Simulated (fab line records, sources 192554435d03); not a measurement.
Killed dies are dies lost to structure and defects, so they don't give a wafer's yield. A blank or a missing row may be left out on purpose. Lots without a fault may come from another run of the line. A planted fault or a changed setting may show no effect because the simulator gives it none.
One fault seen from 2 desks | flow n5_finfet | each desk has only its own numbers; what lay behind them comes last

THE METROLOGY DESK
What the gauges read, lot by lot, whatever tool the lot ran on: means of the sampled wafers that have a number. A lot is out of limits, marked OUT, if its mean lies more than 4 standard deviations from the usual mean; the brackets give that distance. Of its 11 readings 7 are shown: the one that was out of limits first, and those that lie furthest out on some lot.
Columns: A = VIA_MOL_THK at N5_MOL_CONTACT_COAG_THK_MEAS_53, usual 43.8 nm; B = DIBL_N at N5_BEOL_M4_RC_MEAS_101, usual 36.0 mV/V; C = IOFF_N at N5_BEOL_M4_RC_MEAS_101, usual 0.16 nA/um; D = IOFF_P at N5_BEOL_M4_RC_MEAS_101, usual 0.21 nA/um; E = ION_N at N5_BEOL_M4_RC_MEAS_101, usual 672 uA/um; F = SS_P at N5_BEOL_M4_RC_MEAS_101, usual 73.2 mV/dec; G = VT_N at N5_BEOL_M4_RC_MEAS_101, usual 250 mV
lot  | first seen here | A               | B    | C    | D    | E   | F    | G
L482 | day 5 20:55     | 42.9            | 38.9 | 0.20 | 0.23 | 675 | 73.8 | 248
L483 | day 5 21:10     | 43.1            | 35.6 | 0.12 | 0.19 | 665 | 72.5 | 254
L486 | day 6 17:13     | 44.1            | 34.4 | 0.13 | 0.18 | 662 | 72.3 | 253
L490 | day 7 20:01     | 43.8            | 34.8 | 0.14 | 0.20 | 668 | 72.6 | 251
L494 | day 9 00:31     | 47.6 (+5.5) OUT | 35.7 | 0.16 | 0.21 | 669 | 73.5 | 251
L495 | day 9 02:08     | 47.8 (+5.8) OUT | 35.4 | 0.15 | 0.21 | 673 | 73.1 | 250
L496 | day 9 11:53     | 43.3            | 34.5 | 0.14 | 0.17 | 664 | 72.2 | 252
L498 | day 9 22:13     | 43.3            | 39.4 | 0.21 | 0.26 | 693 | 74.5 | 247
L502 | day 10 16:28    | 43.5            | 36.5 | 0.19 | 0.22 | 689 | 73.8 | 248
This desk's finding: out of limits on L494, L495; first on L494, day 9 00:31 (VIA_MOL_THK at N5_MOL_CONTACT_COAG_THK_MEAS_53). In limits: L482, L483, L486, L490, L496, L498, L502.

THE TOOL OWNER'S DESK: pecvd-02
The tool's own readings at N5_MOL_CONTACT_COAG_PECVD_31 (deposits SiO2 from TEOS/O2, target thk 46 nm, time 8.9 s): means of the sampled wafers that have a number, for each lot that ran on this tool. A lot is out of limits, marked OUT, if its mean lies more than 4 standard deviations from the usual mean; the brackets give that distance.
Columns: A = chamber_pressure_Torr at N5_MOL_CONTACT_COAG_PECVD_31, usual 6.500 Torr
lot  | first seen here | A
L483 | day 5 17:37     | 6.492
L486 | day 6 13:51     | 6.512
L494 | day 8 20:52     | 6.516
L495 | day 8 22:32     | 6.480
This desk's finding: nothing out of limits on any of the 4 lots.

PUT TOGETHER
The metrology desk could have raised an alarm at day 9 00:31, on L494, L495.
The tool owner's desk saw nothing out of limits.
The tool owner's desk has L494, L495 on record, within its limits.
Of the lots named, all ran N5_MOL_CONTACT_COAG_PECVD_31 on pecvd-02.

WHAT THE SIMULATOR HAD PUT IN
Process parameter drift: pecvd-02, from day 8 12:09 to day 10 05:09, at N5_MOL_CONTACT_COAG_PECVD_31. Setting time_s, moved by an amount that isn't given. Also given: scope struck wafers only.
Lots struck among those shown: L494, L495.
Hours from the fault's start to each desk's first reading out of limits: the metrology desk, 12.
